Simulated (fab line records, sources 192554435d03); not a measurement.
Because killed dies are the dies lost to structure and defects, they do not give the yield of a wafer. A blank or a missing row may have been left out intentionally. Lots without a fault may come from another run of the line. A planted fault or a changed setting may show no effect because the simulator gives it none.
Chamber matching    flow n5Finfet    N5_BEOL_M3_CO_CAP_55 on cvdCo-02 has 3 sister chambers
The step material Co, precursor CCTBA/H2, target thk 2 nm, time 102.1 s. 6 wafers are shown with their chamber, then 7 later ones without.

EACH WAFER AND ITS CHAMBER
wafer   chamber  heaterPowerW (W)
L087.5  0        232
L089.2  1        264
L089.5  1        263
L089.6  2        249
L091.2  0        227
L091.5  2        245

WAFERS WITH NO CHAMBER GIVEN
wafer   heaterPowerW (W)
L091.6  232
L092.1  248
L092.2  258
L092.4  233
L095.4  261
L095.5  248
L095.6  237

WHICH CHAMBER EACH WENT THROUGH
wafer   from the rows above      in truth
L091.6  0                        0
L092.1  2                        2
L092.2  1                        1
L092.4  0                        0
L095.4  1                        1
L095.5  2                        2
L095.6  can't be placed: 0 or 2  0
Correctly placed: 6 of 7. From these rows, 1 cannot be placed; in 1 the true chamber is one of the candidates. Placed wrongly: 0.
How it was worked out, from the rows above alone: a wafer's distance from a chamber is the root of the sum, over the readings, of the square of ((its reading less the chamber's mean) divided by the reading's scatter). The wafer belongs to the nearest chamber; if the next one is less than 2 further off, it can't be placed. For every chamber, the mean is computed from those of its wafers that are shown. The scatter: take each reading less its chamber's mean, square it, sum over the shown wafers, divide by the number of wafers less the number of chambers, and take the root.
